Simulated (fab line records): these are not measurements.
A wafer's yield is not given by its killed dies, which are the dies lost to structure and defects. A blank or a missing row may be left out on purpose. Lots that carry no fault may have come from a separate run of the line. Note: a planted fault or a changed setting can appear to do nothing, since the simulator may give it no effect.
Matching of chambers | flow nand_harc | NHARC_A_CONTACT_DEP_29 on pecvd-04 has 3 sister chambers
The step deposits SiON, target thk 70 nm. 6 wafers are shown with their chamber, then 8 later ones without.

== WAFERS, EACH WITH ITS CHAMBER ==
wafer  | chamber | heater_power_w (W)
L085.4 | 0       | 766
L085.5 | 2       | 674
L086.2 | 1       | 650
L086.4 | 0       | 704
L086.6 | 1       | 655
L090.1 | 2       | 777

== WAFERS WHOSE CHAMBER IS MISSING ==
wafer  | heater_power_w (W)
L090.2 | 642
L090.5 | 796
L092.2 | 651
L092.5 | 797
L092.6 | 774
L094.1 | 768
L094.5 | 728
L094.6 | 713

== THE CHAMBER EACH PASSED THROUGH ==
wafer  | from the rows above          | in truth
L090.2 | can't be placed: 1 or 2 or 0 | 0
L090.5 | can't be placed: 0 or 2 or 1 | 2
L092.2 | can't be placed: 1 or 2 or 0 | 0
L092.5 | can't be placed: 0 or 2 or 1 | 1
L092.6 | can't be placed: 0 or 2 or 1 | 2
L094.1 | can't be placed: 0 or 2 or 1 | 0
L094.5 | can't be placed: 2 or 0 or 1 | 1
L094.6 | can't be placed: 2 or 0 or 1 | 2
Placed correctly: 0 of 8. Can't be placed from these rows: 8 (the true chamber is among the candidates in 8). Wrongly placed: 0.
How it was worked out, from the rows above alone: a wafer's distance from a chamber is the root of the sum, over the readings, of the square of ((its reading less the chamber's mean) divided by the reading's scatter). The wafer belongs to the nearest chamber; if the next one is less than 2 further off, it can't be placed. For every chamber, the mean is computed from those of its wafers that are shown. The scatter is the square root of a quotient: the sum, over the shown wafers, of each reading's squared deviation from its chamber's mean, divided by wafers minus chambers.
